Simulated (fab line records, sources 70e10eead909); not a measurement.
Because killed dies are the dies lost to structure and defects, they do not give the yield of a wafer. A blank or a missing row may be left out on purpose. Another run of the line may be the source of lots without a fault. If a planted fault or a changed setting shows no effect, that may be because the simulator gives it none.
fab line records -- flow nand_harc
[record] lots = 5, wafers = 14, last_day = 23
route steps=1159 shown A_STAIRCASE@579 END@1159
lots untouched by any fault: they come from a run of this same line in which no faults occurred
start_h: hours from the record's opening day to when the first of the lot's shown wafers began -- wait_h: hours from the lot's prior step to this one -- " the same as in the row above -- L1.1+2: a single row standing in for several wafers -- - either no value or no given start -- * or withheld: withheld -- < > ~ a bound
route shown NAME@n: NAME is a module with steps in the file, n the number in the route of the first one -- usual: mean/standard deviation taken from wafers without a fault -- same: alike in all rows -- chamber/n: place in a boat -- sites: per-site readings -- _std_site: how widely they spread, as a standard deviation -- _edge_site: outer sites' mean less inner sites' -- radius_mm: for every site, how far away it sits from the centre of the wafer -- mask NAME#n: copy n -- behind: the last tool/chamber to shape the wafer -- hold: cause of the lot's hold/its duration in hours/its outcome -- device: whichever transistor did not switch (one of n, p or np) -- end of line: at the end of the route, the tests of the same wafers -- step lacking rows: just its recipe -- killed: dies lost to structure and defects at the first sort, not the wafer's yield -- map: the dies of a wafer, with x for killed, . for not killed, _ for no die there
set.NAME: the setting the step ran with; set.NAME@STEP: the setting that earlier step ran with -- model.NAME: the simulator's own value behind a step, which no gauge read
a table for each step, a row for each wafer; lots at some steps of the route
services: when a tool's chamber went out of use (start_h, in hours from the record's first day, below 0 if earlier), for how many hours, and the reason
[[steps]]
[step NHARC_A_STAIRCASE_HARDBAKE_185]
[recipe] temp_c = 120, time_s = 140
[step NHARC_A_STAIRCASE_DESCUM_186]
[recipe] time_s = 3, o2_flow_sccm = 200, ar_flow_sccm = 0, bias_power_w = 0, chemistry = O2
[step NHARC_A_STAIRCASE_TRIM_187]
[recipe] time_s = 211.2, o2_flow_sccm = 500, ar_flow_sccm = 0, bias_w = 0, chemistry = O2
[step NHARC_A_STAIRCASE_ETCH_188]
[recipe] target_depth_a = 1000, time_s = 40.5, ion_energy_ev = 400, c4f8_flow_sccm = 20, o2_flow_sccm = 10, ar_flow_sccm = withheld, rf_w = 600, bias_w = 1000, chemistry = C4F8/O2
[usual] bias_w = 999.8/3, oes_product_au = 0.943/0.015, rf_vpp_V = 894/4.3, run_length_s = 61.8/0.51
lot.wafer,tool,chamber,start_h,wait_h,bias_w,oes_product_au,rf_hours_counter_h,rf_vpp_V,run_length_s
L634.3,rie_diel-04,0,-,-,1000.4,0.908,48,896,61.8
L634.4,rie_diel-04,2,-,-,1002.0,0.931,53,894,62.6
L634.6,rie_diel-04,3,-,-,1001.8,0.927,-,891,61.4
L638.1,rie_diel-01,1,-,-,1004.0,0.935,52,887,61.8
L638.4,rie_diel-01,3,-,-,1001.3,0.939,56,897,61.4
L638.6,rie_diel-01,2,-,-,994.4,0.947,-,892,61.3
L642.3,rie_diel-04,2,-,-,1000.9,0.941,8,894,62.7
L642.6,rie_diel-04,3,-,-,1002.0,0.930,-,891,61.5
L649.1,rie_diel-04,3,-,-,996.4,0.932,20,890,61.2
L649.6,rie_diel-04,1,-,-,995.7,0.941,-,896,61.1
L649.5,rie_diel-04,2,-,-,995.9,0.953,-,896,62.6
L648.4,rie_diel-02,3,-,-,998.1,0.966,5,896,61.9
L648.2,rie_diel-02,0,-,-,999.6,0.977,6,893,61.7
L648.5,rie_diel-02,3,-,-,999.9,0.955,-,895,61.9
[step NHARC_A_STAIRCASE_TRIM_189]
[recipe] time_s = 211.2, o2_flow_sccm = 500, ar_flow_sccm = 0, bias_w = 0, chemistry = O2
[step NHARC_A_STAIRCASE_ETCH_190]
[recipe] target_depth_a = 1000, time_s = 40.5, ion_energy_ev = 400, c4f8_flow_sccm = 20, o2_flow_sccm = 10, ar_flow_sccm = withheld, rf_w = 600, bias_w = 1000, chemistry = C4F8/O2
[usual] bias_w = 999.9/2.9, oes_product_au = 0.943/0.012, rf_vpp_V = 894/4, run_length_s = 61.8/0.54
lot.wafer,tool,chamber,start_h,wait_h,bias_w,oes_product_au,rf_hours_counter_h,rf_vpp_V,run_length_s
L634.3,rie_diel-04,0,-,-,1002.3,0.931,48,897,62.1
L634.4,rie_diel-04,2,-,-,1004.3,0.940,53,894,62.5
L634.6,rie_diel-04,0,-,-,1004.7,0.926,-,896,62.1
L638.1,rie_diel-01,1,-,-,998.6,0.940,52,886,61.5
L638.4,rie_diel-01,3,-,-,998.0,0.942,56,897,61.8
L638.6,rie_diel-01,1,-,-,997.4,0.940,-,887,61.3
L642.3,rie_diel-04,2,-,-,995.6,0.945,8,894,62.6
L642.6,rie_diel-04,0,-,-,993.8,0.926,-,896,61.7
L649.1,rie_diel-04,0,-,-,1002.9,0.921,22,896,62.0
L649.5,rie_diel-04,1,-,-,998.8,0.925,-,897,61.3
L649.6,rie_diel-04,2,-,-,1002.9,0.920,-,893,62.6
L648.2,rie_diel-02,0,-,-,998.1,0.964,6,895,62.0
L648.4,rie_diel-02,3,-,-,1005.4,0.958,5,895,61.8
L648.5,rie_diel-02,1,-,-,1002.0,0.961,-,896,60.8
[step NHARC_A_STAIRCASE_TRIM_191]
[recipe] time_s = 211.2, o2_flow_sccm = 500, ar_flow_sccm = 0, bias_w = 0, chemistry = O2
[usual] drypump_motor_current_A = 5.5/0.4, mfc_ar_sccm = 0.016/0.013, o2_flow_sccm = 499.9/1.5, oes_product_au = 1.005/0.0088, rf_vpp_V = 57.8/0.79, showerhead_plenum_p_Torr = 3.49/0.11, throttle_valve_pct = 17.036/0.0077
[same] bias_w = 0
lot.wafer,tool,chamber,start_h,wait_h,drypump_motor_current_A,mfc_ar_sccm,o2_flow_sccm,oes_product_au,rf_hours_counter_h,rf_vpp_V,showerhead_plenum_p_Torr,throttle_valve_pct
L634.3,rie_diel-04,3,-,-,5.3,0,499.5,1.011,46,58.3,3.38,17.034
L634.4,rie_diel-04,0,-,-,5.6,0.019,498.4,0.980,48,57.7,3.53,17.027
L634.6,rie_diel-04,1,-,-,4.9,0.033,500.7,1.000,-,58.2,3.54,17.047
L638.1,rie_diel-01,3,-,-,5.4,0.023,501.4,0.995,56,58.2,3.57,17.032
L638.4,rie_diel-01,1,-,-,4.8,0.009,501.1,1.015,52,57.3,3.29,17.054
L638.6,rie_diel-01,3,-,-,5.4,0.023,500.5,1.002,-,58.9,3.57,17.041
L642.3,rie_diel-04,3,-,-,5.3,0,499.7,0.993,5,57.4,3.37,17.032
L642.6,rie_diel-04,0,-,-,5.6,0.019,499.4,0.996,-,58.5,3.52,17.042
L649.1,rie_diel-04,3,-,-,5.2,0,498.4,0.986,20,57.4,3.37,17.045
L649.5,rie_diel-04,3,-,-,5.2,0,498.3,0.980,-,57.5,3.37,17.035
L649.6,rie_diel-04,0,-,-,5.6,0.019,499.6,1.000,-,58.4,3.51,17.041
L648.4,rie_diel-02,2,-,-,5.2,0.010,501.3,1.012,5,57.6,3.81,17.047
L648.2,rie_diel-02,0,-,-,6.0,0.029,501.2,1.010,6,57.2,3.47,17.038
L648.5,rie_diel-02,3,-,-,5.4,0.041,499.1,1.003,-,58.1,3.52,17.033
[step NHARC_A_STAIRCASE_ETCH_192]
[recipe] target_depth_a = 1000, time_s = 40.5, ion_energy_ev = 400, c4f8_flow_sccm = 20, o2_flow_sccm = 10, ar_flow_sccm = withheld, rf_w = 600, bias_w = 1000, chemistry = C4F8/O2
[step NHARC_A_STAIRCASE_TRIM_193]
[recipe] time_s = 211.2, o2_flow_sccm = 500, ar_flow_sccm = 0, bias_w = 0, chemistry = O2
[step NHARC_A_STAIRCASE_ETCH_194]
[recipe] target_depth_a = 1000, time_s = 40.5, ion_energy_ev = 400, c4f8_flow_sccm = 20, o2_flow_sccm = 10, ar_flow_sccm = withheld, rf_w = 600, bias_w = 1000, chemistry = C4F8/O2
[usual] bias_w = 1000.0/2.9, oes_product_au = 0.945/0.011, rf_vpp_V = 894/4, run_length_s = 61.7/0.55
lot.wafer,tool,chamber,start_h,wait_h,bias_w,oes_product_au,rf_hours_counter_h,rf_vpp_V,run_length_s
L634.4,rie_diel-04,1,-,-,998.1,0.937,53,895,61.2
L634.3,rie_diel-04,3,-,-,996.9,0.944,46,891,61.1
L634.6,rie_diel-04,2,-,-,1002.6,0.945,-,896,62.4
L638.1,rie_diel-01,3,-,-,1003.9,0.933,56,897,61.3
L638.4,rie_diel-01,0,-,-,997.2,0.969,52,889,61.7
L638.6,rie_diel-01,0,-,-,1004.0,0.967,-,887,61.6
L642.3,rie_diel-04,2,-,-,998.6,0.958,9,895,62.8
L642.6,rie_diel-04,0,-,-,998.7,0.938,-,896,61.6
L649.1,rie_diel-04,0,-,-,1002.0,0.929,22,897,61.4
L649.5,rie_diel-04,1,-,-,998.7,0.941,-,894,61.2
L649.6,rie_diel-04,2,-,-,996.7,0.946,-,895,62.9
L648.2,rie_diel-02,0,-,-,997.9,0.961,6,894,61.7
L648.4,rie_diel-02,1,-,-,997.2,0.956,6,898,60.9
L648.5,rie_diel-02,1,-,-,1002.8,0.960,-,897,61.2
[step NHARC_A_STAIRCASE_TRIM_196]
[recipe] time_s = 211.2, o2_flow_sccm = 500, ar_flow_sccm = 0, bias_w = 0, chemistry = O2
[step NHARC_A_STAIRCASE_ETCH_197]
[recipe] target_depth_a = 1000, time_s = 40.5, ion_energy_ev = 400, c4f8_flow_sccm = 20, o2_flow_sccm = 10, ar_flow_sccm = withheld, rf_w = 600, bias_w = 1000, chemistry = C4F8/O2
[usual] bias_w = 1000/3, oes_product_au = 0.950/0.019, rf_vpp_V = 894/4.7, run_length_s = 61.7/0.55
lot.wafer,tool,chamber,start_h,wait_h,bias_w,oes_product_au,rf_hours_counter_h,rf_vpp_V,run_length_s
L634.3,rie_diel-04,0,264.18,-,1001,0.918,49,896,61.5
L634.4,rie_diel-04,2,264.18,-,1001,0.953,54,894,62.9
L634.6,rie_diel-04,0,264.18,-,1002,0.923,-,894,61.7
L638.1,rie_diel-01,0,288.33,-,999,0.967,52,889,62.0
L638.4,rie_diel-01,3,288.33,-,998,0.946,56,898,61.3
L638.6,rie_diel-01,0,288.33,-,1001,0.967,-,886,62.1
L642.3,rie_diel-04,0,321.59,-,-,0.964,8,896,48.4
L642.6,rie_diel-04,3,321.59,-,999,0.948,-,891,61.1
L649.1,rie_diel-01,3,348.21,-,1002,0.936,10,896,61.5
L649.6,rie_diel-01,0,348.21,-,995,0.939,-,887,62.1
L649.5,rie_diel-01,1,348.21,-,1005,0.940,-,905,62.0
L648.2,rie_diel-02,2,351.08,-,997,0.954,5,906,62.9
L648.4,rie_diel-02,3,351.08,-,999,0.959,6,896,62.2
L648.5,rie_diel-02,2,351.08,-,997,0.962,-,907,62.7
[step NHARC_A_STAIRCASE_TRIM_198]
[recipe] time_s = 211.2, o2_flow_sccm = 500, ar_flow_sccm = 0, bias_w = 0, chemistry = O2
[usual] drypump_motor_current_A = 5.5/0.42, mfc_ar_sccm = 0.015/0.013, o2_flow_sccm = 499.8/1.5, oes_product_au = 1.005/0.0093, rf_vpp_V = 57.7/0.87, showerhead_plenum_p_Torr = 3.48/0.13, throttle_valve_pct = 17.037/0.0093
[same] bias_w = 0
lot.wafer,tool,chamber,start_h,wait_h,drypump_motor_current_A,mfc_ar_sccm,o2_flow_sccm,oes_product_au,rf_hours_counter_h,rf_vpp_V,showerhead_plenum_p_Torr,throttle_valve_pct
L634.3,rie_diel-04,2,-,-,5.9,0.017,497.6,1.029,54,57.9,3.49,17.043
L634.4,rie_diel-04,3,-,-,5.2,0,498.3,1.008,47,57.3,3.38,17.028
L634.6,rie_diel-04,1,-,-,4.9,0.033,500.4,1.014,-,58.7,3.54,17.032
L638.1,rie_diel-01,2,-,-,6.2,0,500.2,1.009,60,57.1,3.43,17.043
L638.4,rie_diel-01,3,-,-,5.4,0.023,498.5,1.002,56,57.3,3.57,17.037
L638.6,rie_diel-01,1,-,-,4.8,0.009,499.9,1.006,-,55.9,3.29,17.025
L642.3,rie_diel-04,1,-,-,5.0,0.033,499.7,1.008,8,58.5,3.53,17.041
L642.6,rie_diel-04,3,-,-,5.3,0,499.3,0.996,-,57.8,3.37,17.033
L649.1,rie_diel-01,0,-,-,5.9,0,497.8,1.011,9,57.8,3.30,17.033
L649.6,rie_diel-01,1,-,-,4.8,0.009,500.1,0.995,-,58.5,3.80,17.061
L649.5,rie_diel-01,2,-,-,6.2,0,497.9,1.008,-,56.9,3.42,17.025
L648.4,rie_diel-02,3,-,-,5.4,0.041,500.0,1.003,6,56.8,3.52,17.055
L648.2,rie_diel-02,1,-,-,5.5,0,497.9,1.021,6,58.1,3.57,17.046
L648.5,rie_diel-02,3,-,-,5.4,0.041,499.0,1.012,-,57.6,3.52,17.045
[step NHARC_END_SORT_01]
[recipe] temp_c = 25
[usual] killed_at_array = 27/11, killed_at_other = 0.7/1.1, killed_at_periphery = 3.4/2.1, killed_dies = 31/12, killed_open = 3.6/2, killed_short = 2.0/1.3
[same] gross_dies = 677
lot.wafer,tool,chamber,start_h,wait_h,killed_at_array,killed_at_other,killed_at_periphery,killed_dies,killed_open,killed_short
L642.3,prober-01,0,507.80,3.1,676,0,1,677,6,2
// killed by level:class
L642.3 A_STAIRCASE:area_etch=650 A_CHANNEL_HOLE_D1:chamber_film_flake=16 A_CHANNEL_FILL_D1:geometric_particle:open=2 A_WL_FILL:geometric_particle:open=2 A_CONTACT:chamber_film_flake=2 P_M0:geometric_particle:open=1 A_ONON_D1:geometric_particle:short=1 A_M0:geometric_particle:open=1
// map L642.3 (x killed, . not)
____________x____________
_________xxxxxxx_________
_______xxxxxxxxxxx_______
______xxxxxxxxxxxxx______
_____xxxxxxxxxxxxxxx_____
____xxxxxxxxxxxxxxxxx____
____xxxxxxxxxxxxxxxxx____
___xxxxxxxxxxxxxxxxxxx___
___xxxxxxxxxxxxxxxxxxx___
__xxxxxxxxxxxxxxxxxxxxx__
__xxxxxxxxxxxxxxxxxxxxx__
_xxxxxxxxxxxxxxxxxxxxxxx_
_xxxxxxxxxxxxxxxxxxxxxxx_
_xxxxxxxxxxxxxxxxxxxxxxx_
_xxxxxxxxxxxxxxxxxxxxxxx_
_xxxxxxxxxxxxxxxxxxxxxxx_
xxxxxxxxxxxxxxxxxxxxxxxxx
xxxxxxxxxxxxxxxxxxxxxxxxx
xxxxxxxxxxxxxxxxxxxxxxxxx
xxxxxxxxxxxxxxxxxxxxxxxxx
xxxxxxxxxxxxxxxxxxxxxxxxx
_xxxxxxxxxxxxxxxxxxxxxxx_
_xxxxxxxxxxxxxxxxxxxxxxx_
_xxxxxxxxxxxxxxxxxxxxxxx_
_xxxxxxxxxxxxxxxxxxxxxxx_
_xxxxxxxxxxxxxxxxxxxxxxx_
__xxxxxxxxxxxxxxxxxxxxx__
__xxxxxxxxxxxxxxxxxxxxx__
___xxxxxxxxxxxxxxxxxxx___
___xxxxxxxxxxxxxxxxxxx___
____xxxxxxxxxxxxxxxxx____
____xxxxxxxxxxxxxxxxx____
_____xxxxxxxxxxxxxxx_____
______xxxxxxxxxxxxx______
_______xxxxxxxxxxx_______
_________xxxxxxx_________
____________x____________
// map L634.6 (x killed, . not)
____________.____________
_________......._________
_______..........._______
______.............______
_____............x.._____
____.x...............____
____.................____
___.................x.___
___.........x.........___
__.....................__
__.x...................__
_......................._
_......................._
_......................._
_......................._
_......................._
.........................
.........................
.........................
.........................
.........................
_......................._
_....x.x................_
_.....x................._
_....xx..x.............._
_....xx................._
__...xxxxx.............__
__.x..x..x.............__
___..xxx..............___
___..x..x.............___
____.x.x.............____
____.................____
_____..............._____
______.............______
_______..........._______
_________......._________
____________.____________
[[services]]
tool,chamber,start_h,hours,kind
rie_diel-04,0,243.65,-,clean
rie_diel-04,1,243.65,-,clean
rie_diel-04,2,243.65,-,clean
rie_diel-04,3,243.65,-,clean
rie_diel-04,0,268.18,-,clean
rie_diel-04,1,268.18,-,clean
rie_diel-04,2,268.18,-,clean
rie_diel-04,3,268.18,-,clean
rie_diel-04,-,288.94,9.0,pm
rie_diel-04,0,288.94,9.0,vent_cycle
rie_diel-04,1,288.94,9.0,vent_cycle
rie_diel-04,2,288.94,9.0,vent_cycle
rie_diel-04,3,288.94,9.0,vent_cycle
rie_diel-04,0,297.94,-,clean
rie_diel-04,1,297.94,-,clean
rie_diel-04,1,297.94,-,consumable_replace:focus_ring
rie_diel-04,2,297.94,-,clean
rie_diel-04,3,297.94,-,clean
rie_diel-04,3,308.63,6.8,repair
rie_diel-01,-,315.80,9.0,pm
rie_diel-04,0,322.50,-,clean
rie_diel-04,1,322.50,-,clean
rie_diel-04,2,322.50,-,clean
rie_diel-02,-,328.71,9.0,pm
[[key]]
[first_sign] step = NHARC_A_STAIRCASE_ETCH_197, reading = run_length_s, direction = down, sigmas = 24, usual = *, struck = *
[effect] step = NHARC_END_SORT_01, reading = killed_at_array, direction = up, sigmas = 57, usual = 27, struck = 676
[more_kills_born_at] NHARC_A_STAIRCASE_ETCH_197@rie_diel-04 = 650
met_at NHARC_A_STAIRCASE_ETCH_197
struck_wafers L642.3
later_rows_left_out L642.3
tester_left_out L642
onset_between 264.18 321.59
[fault] kind = process_parameter_drift, tool = rie_diel-04, chamber = -, onset_h = 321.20, steps = NHARC_A_STAIRCASE_ETCH_197, channel = time_s, offset = *, shape = step, end_h = 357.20, scope = struck_wafers_only, acts_in = *, stated = *
// tester_left_out: of these lots the tester's yield and bins aren't shown, on N5 and GAA mostly nor the transistor test; their killed dies are dies lost to structure and defects alone, not to doping, threshold or leakage, so they don't give the yield
// later_rows_left_out: the simulator's readings of these wafers behind a module that went badly wrong aren't trusted and aren't shown, but for the sort
